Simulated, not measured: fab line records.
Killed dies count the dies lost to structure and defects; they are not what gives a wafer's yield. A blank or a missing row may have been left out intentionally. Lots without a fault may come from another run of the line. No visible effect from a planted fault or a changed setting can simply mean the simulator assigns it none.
Which tool did it? -- flow nand_harc -- 24 lots with 72 wafers sampled at 5 steps, on a route of 1302 steps

== WHAT THE GAUGES SHOWED, per wafer ==
NHARC_P_M0_OVL_MEAS_10: pitch 180 nm. Usual: overlay_x_nm 0.1 nm, standard deviation 0.69; overlay_y_nm 0.0 nm, standard deviation 0.81.
lot,measured,on,overlay_x_nm (nm),overlay_y_nm (nm),flag
L074,day 6 00:01,overlay-01,-0.2 -0.2 -0.6,-1.0 -1.6 -1.6,
L075,day 6 13:19,overlay-01,1.4 0.8 1.1,0.5 0.6 0.8,
L076,day 6 16:31,overlay-02,0.1 -0.2 -0.3,1.2 1.9 2.1,
L077,day 7 10:47,overlay-01,0.6 0.6 0.8,0.3 1.0 0.8,
L078,day 7 14:51,overlay-01,-0.2 0.1 -1.1,0.4 0.6 0.5,
L079,day 8 01:22,overlay-01,0.2 -0.2 0.4,-0.7 -0.8 -0.4,
L080,day 8 13:42,overlay-02,0.5 0.7 0.7,-0.1 0.1 -0.7,
L081,day 8 20:00,overlay-01,-0.5 -0.1 -0.6,-0.3 -0.2 -0.3,
L082,day 9 14:07,overlay-01,0.2 0.3 0.7,1.0 0.7 0.6,
L083,day 9 19:33,overlay-02,0.3 0.6 -0.2,0.0 -0.4 -0.5,
L084,day 10 03:15,overlay-02,-0.8 -1.0 -0.8,-0.2 -1.1 -0.7,
L085,day 10 16:22,overlay-02,-0.6 -0.2 -1.3,0.5 -0.1 -0.5,
L086,day 11 02:50,overlay-01,0.9 0.7 0.5,1.2 0.5 0.4,
L087,day 11 12:19,overlay-02,1.4 1.3 1.6,0.9 0.6 0.9,
L088,day 12 08:57,overlay-02,-0.7 -0.4 -0.8,0.2 0.4 0.7,
L089,day 12 11:22,overlay-01,-0.1 -0.4 -0.9,-0.6 -0.8 -1.9,
L090,day 12 18:40,overlay-01,1.3 1.4 0.7,-0.8 -0.6 -0.2,
L091,day 13 03:07,overlay-01,0.1 0.2 -0.5,-0.3 -0.1 0.1,
L092,day 13 15:38,overlay-01,-0.5 0.2 -0.2,-0.5 -0.4 -0.5,
L093,day 14 05:05,overlay-01,-0.6 -0.7 -1.2,-0.5 -1.1 -0.7,
L094,day 14 15:44,overlay-02,0.0 0.1 -0.7,0.1 -0.1 0.1,
L095,day 15 14:50,overlay-02,-0.1 0.2 0.0,-0.5 -0.5 -0.8,
L096,day 16 00:07,overlay-02,0.2 0.4 0.2,1.3 1.1 1.1,
L097,day 16 01:15,overlay-01,0.1 -0.6 -0.6,-0.4 0.1 -0.2,

NHARC_P_M0_INSPECT_11. Usual: raw_defect_count 4.2, standard deviation 2.8.
lot,measured,on,raw_defect_count,flag
L074,day 6 00:03,defect_inspect-02,3 3 2,
L075,day 6 13:22,defect_inspect-02,2 6 7,
L076,day 6 16:33,defect_inspect-02,3 2 5,
L077,day 7 10:49,defect_inspect-02,9 4 5,
L078,day 7 14:53,defect_inspect-01,3 2 3,
L079,day 8 01:23,defect_inspect-02,6 2 4,
L080,day 8 13:44,defect_inspect-02,2 4 2,
L081,day 8 20:02,defect_inspect-02,4 5 0,
L082,day 9 14:09,defect_inspect-01,9 7 9,
L083,day 9 19:35,defect_inspect-01,1 1 4,
L084,day 10 03:17,defect_inspect-02,5 8 2,
L085,day 10 16:25,defect_inspect-02,1 3 3,
L086,day 11 02:52,defect_inspect-01,4 8 4,
L087,day 11 12:22,defect_inspect-02,16 14 7,
L088,day 12 08:59,defect_inspect-01,0 1 3,
L089,day 12 11:25,defect_inspect-01,7 4 3,
L090,day 12 18:43,defect_inspect-01,4 3 2,
L091,day 13 03:09,defect_inspect-02,1 3 1,
L092,day 13 15:40,defect_inspect-01,1 1 3,
L093,day 14 05:08,defect_inspect-01,2 5 2,
L094,day 14 15:47,defect_inspect-02,6 8 7,
L095,day 15 14:52,defect_inspect-02,2 3 9,
L096,day 16 00:10,defect_inspect-02,8 8 6,
L097,day 16 01:17,defect_inspect-01,3 4 2,

NHARC_P_M1_OVL_MEAS_10: pitch 260 nm. Usual: overlay_x_nm 0.1 nm, standard deviation 0.81; overlay_y_nm 0.1 nm, standard deviation 0.84.
lot,measured,on,overlay_x_nm (nm),overlay_y_nm (nm),flag
L074,day 6 04:04,overlay-01,0.8 0.6 1.1,0.7 1.0 0.4,
L075,day 6 17:37,overlay-02,-0.8 -1.0 -1.0,1.2 1.8 1.0,
L076,day 6 20:26,overlay-02,-0.8 -1.2 -0.7,-0.2 -0.3 -0.7,
L077,day 7 14:58,overlay-02,-0.4 -0.3 -0.2,1.2 0.4 0.6,
L078,day 7 18:46,overlay-01,-1.0 -1.4 -0.7,0.0 0.3 0.0,
L079,day 8 05:24,overlay-02,-0.1 0.3 0.6,0.5 1.2 0.4,
L080,day 8 17:45,overlay-02,0.0 0.2 0.7,1.0 0.6 1.0,
L081,day 9 00:08,overlay-01,-1.1 -1.0 -0.6,-0.6 -1.0 -1.2,
L082,day 9 18:11,overlay-02,0.0 -0.4 -0.2,0.6 -0.1 0.7,
L083,day 9 23:40,overlay-01,0.3 0.7 1.1,-0.8 -0.6 -0.4,
L084,day 10 07:10,overlay-02,-1.5 -1.2 -0.6,-1.1 -1.1 -1.0,
L085,day 10 20:17,overlay-02,1.2 1.2 1.3,-1.7 -2.0 -1.1,
L086,day 11 07:07,overlay-02,0.8 0.7 0.7,-0.4 0.6 0.5,
L087,day 11 16:16,overlay-02,0.1 -0.4 -0.2,0.5 0.8 0.7,
L088,day 12 13:02,overlay-01,1.3 1.3 1.2,-1.0 -0.5 -0.4,
L089,day 12 15:55,overlay-02,1.7 1.6 1.3,0.0 -0.5 -0.3,
L090,day 12 22:46,overlay-02,0.3 -0.1 0.3,0.2 -0.1 0.6,
L091,day 13 07:13,overlay-01,1.0 0.1 0.6,-0.3 -0.5 0.6,
L092,day 13 19:42,overlay-01,-1.0 -1.5 -1.1,-0.3 -0.4 0.0,
L093,day 14 09:20,overlay-02,0.1 0.4 0.0,1.9 1.5 2.4,
L094,day 14 19:59,overlay-01,0.2 0.8 1.0,1.0 1.5 1.4,
L095,day 15 19:09,overlay-01,0.2 0.9 0.4,0.4 0.3 0.3,
L096,day 16 04:03,overlay-02,0.2 0.4 -0.3,0.3 -0.3 0.0,
L097,day 16 05:22,overlay-01,0.2 0.3 -0.2,-1.4 -1.1 -0.7,

== EACH LOT AND THE TOOL THAT RAN IT (in order: tool; ch and the chambers of the sampled wafers; start) ==
lot,NHARC_P_M0_ETCH_34,NHARC_P_M0_CMP_23
L074,"rie_diel-10 ch 0,1,3, day 6 00:13","cmp-01 ch 0,1,3, day 6 02:11"
L075,"rie_diel-10 ch 0,3, day 6 13:35","cmp-03 ch 1,3, day 6 15:38"
L076,"rie_diel-13 ch 1,2,3, day 6 16:42","cmp-04 ch 0,1,3, day 6 18:38"
L077,"rie_diel-10 ch 0,3, day 7 10:58","cmp-03 ch 0,1, day 7 13:01"
L078,"rie_diel-13 ch 0,3, day 7 15:02","cmp-01 ch 2,3, day 7 16:57"
L079,"rie_diel-10 ch 0,1, day 8 01:32","cmp-03 ch 0,1,3, day 8 03:29"
L080,"rie_diel-10 ch 0,1,3, day 8 13:53","cmp-04 ch 0,1,3, day 8 15:48"
L081,"rie_diel-13 ch 1,2,3, day 8 20:15","cmp-01 ch 1,2, day 8 22:11"
L082,"rie_diel-10 ch 0,3, day 9 14:18","cmp-01 ch 1,2,3, day 9 16:17"
L083,"rie_diel-03 ch 0,2,3, day 9 19:47","cmp-04 ch 0,2,3, day 9 21:43"
L084,"rie_diel-10 ch 1,2,3, day 10 03:27","cmp-04 ch 0,2,3, day 10 05:26"
L085,"rie_diel-10 ch 0,2,3, day 10 16:34","cmp-03 ch 0,3, day 10 18:28"
L086,"rie_diel-13 ch 0,2,3, day 11 03:03","cmp-01 ch 0,1,3, day 11 05:13"
L087,"rie_diel-10 ch 0,1,2, day 11 12:31","cmp-03 ch 1,3, day 11 14:25"
L088,"rie_diel-10 ch 1,2,3, day 12 09:08","cmp-04 ch 1,2,3, day 12 11:05"
L089,"rie_diel-10 ch 0,1,2, day 12 12:02","cmp-04 ch 0,1, day 12 13:59"
L090,"rie_diel-13 ch 1,3, day 12 18:51","cmp-03 ch 1,3, day 12 20:50"
L091,"rie_diel-10 ch 0,3, day 13 03:18","cmp-01 ch 0,1,3, day 13 05:16"
L092,"rie_diel-10 ch 0,1,3, day 13 15:49","cmp-04 ch 0,2,3, day 13 17:46"
L093,"rie_diel-13 ch 1,2,3, day 14 05:17","cmp-01 ch 1,2,3, day 14 07:15"
L094,"rie_diel-13 ch 0,1,3, day 14 15:56","cmp-01 ch 0,2,3, day 14 17:55"
L095,"rie_diel-10 ch 2,3, day 15 15:11","cmp-03 ch 1,2, day 15 17:13"
L096,"rie_diel-10 ch 0,2, day 16 00:19","cmp-03 ch 0,1,3, day 16 02:13"
L097,"rie_diel-10 ch 0,3, day 16 01:26","cmp-03 ch 1,2,3, day 16 03:25"
- NHARC_P_M0_ETCH_34: etches the open film in N2/H2, target depth 40 nm, overetch 12 nm, time 43.94 s.
- NHARC_P_M0_CMP_23: polishes, t overpolish 20 s, target thk 117.54 nm.

== WHAT THE TOOLS THEMSELVES READ (means of the sampled wafers that have a number; where no wafer has one, the mark that the record gives instead) ==
NHARC_P_M0_ETCH_34. Usual: chamber_pressure_mTorr 30.00 mTorr (standard deviation 0.03); drypump_motor_current_A 5.9 A (standard deviation 0.53); oes_product_au 0.998 a.u. (standard deviation 0.01); rf_fwd_power_W 395.1 W (standard deviation 1.8); rf_vpp_V 430.6 V (standard deviation 2.4); showerhead_plenum_p_Torr 2.05 Torr (standard deviation 0.084); throttle_valve_pct 14.171 % (standard deviation 0.0089).
lot,tool,chamber_pressure_mTorr (mTorr),drypump_motor_current_A (A),oes_product_au (a.u.),rf_fwd_power_W (W),rf_vpp_V (V),showerhead_plenum_p_Torr (Torr),throttle_valve_pct (%),flag
L074,rie_diel-10,29.98,6.1,0.992,394.5,431.4,2.07,14.172,
L075,rie_diel-10,29.99,5.7,1.000,394.1,431.1,2.06,14.170,
L076,rie_diel-13,29.99,5.8,1.005,394.9,429.6,1.98,14.165,
L077,rie_diel-10,30.01,6.2,1.007,393.9,431.0,2.05,14.175,
L078,rie_diel-13,29.98,5.5,0.988,396.9,426.6,1.94,14.175,
L079,rie_diel-10,30.00,5.7,1.006,393.5,432.6,2.09,14.179,
L080,rie_diel-10,30.00,6.1,0.999,393.3,431.8,2.07,14.168,
L081,rie_diel-13,30.02,5.8,1.001,395.9,428.7,1.97,14.177,
L082,rie_diel-10,30.00,5.7,0.997,393.7,431.4,2.06,14.165,
L083,rie_diel-03,30.01,5.6,1.016,398.0,426.7,1.93,14.165,
L084,rie_diel-10,29.97,6.3,1.004,395.2,432.4,2.10,14.166,
L085,rie_diel-10,30.03,5.9,1.004,393.8,431.2,2.09,14.173,
L086,rie_diel-13,30.02,5.9,0.992,396.8,427.6,1.95,14.177,
L087,rie_diel-10,30.02,5.9,0.999,395.4,432.2,2.12,14.172,
L088,rie_diel-10,30.01,6.3,0.997,395.2,432.6,2.10,14.182,
L089,rie_diel-10,29.97,5.9,0.999,393.9,432.7,2.12,14.169,
L090,rie_diel-13,30.00,5.4,1.000,397.0,428.2,1.94,14.170,
L091,rie_diel-10,29.98,6.1,0.989,393.1,429.7,2.04,14.167,
L092,rie_diel-10,30.00,6.1,0.994,394.5,431.1,2.06,14.170,
L093,rie_diel-13,30.00,5.8,1.004,395.4,428.7,1.96,14.177,
L094,rie_diel-13,30.00,5.5,0.998,396.3,427.1,1.92,14.183,
L095,rie_diel-10,30.02,6.3,1.000,395.2,431.1,2.07,14.171,
L096,rie_diel-10,29.99,5.5,0.998,394.8,432.1,2.11,14.175,
L097,rie_diel-10,29.97,5.7,0.990,392.7,430.9,2.05,14.169,

NHARC_P_M0_CMP_23. Usual: motor_current_A 11.9 A, standard deviation 0.77; pad_life_wafers 155, standard deviation 120; time_to_endpoint_s 28.7 s, standard deviation 2.9.
lot,tool,motor_current_A (A),pad_life_wafers,time_to_endpoint_s (s),flag
L074,cmp-01,11.9,122,32.2,
L075,cmp-03,12.1,259,26.3,
L076,cmp-04,11.8,104,31.9,
L077,cmp-03,11.6,326,28.9,
L078,cmp-01,13.1,284,23.6,
L079,cmp-03,12.2,26,28.1,
L080,cmp-04,11.7,259,30.1,
L081,cmp-01,11.4,0,27.0,
L082,cmp-01,12.6,80,25.7,
L083,cmp-04,11.4,1,28.4,
L084,cmp-04,11.7,27,30.3,
L085,cmp-03,11.8,224,30.1,
L086,cmp-01,11.8,236,32.1,
L087,cmp-03,12.3,319,27.0,
L088,cmp-04,12.0,218,29.3,
L089,cmp-04,11.7,229,31.0,
L090,cmp-03,13.0,62,26.8,
L091,cmp-01,11.7,26,29.4,
L092,cmp-04,11.6,362,27.8,
L093,cmp-01,12.2,110,28.6,
L094,cmp-01,12.0,158,30.6,
L095,cmp-03,12.5,289,28.2,
L096,cmp-03,11.9,1,27.5,
L097,cmp-03,12.2,8,27.6,

== THE ANSWER, worked out from the rows above alone ==
Rule: a lot is off if the mean of its wafers that have a number lies more than 3 standard deviations from the usual mean. Also off: a lot with no number at a reading for which 4 or more lots have one. All remaining lots with rows at the step are treated as sound. The gauges are gone through in route order, then the tools' own readings, and for those a lot's mean is taken as printed above. At the first step where some lot is off, the reading lying furthest off is the one used; lots without a number count as furthest.
No lot is off at any reading shown: from this, nothing can be told.

== WHAT THE SIMULATOR HAD INSERTED ==
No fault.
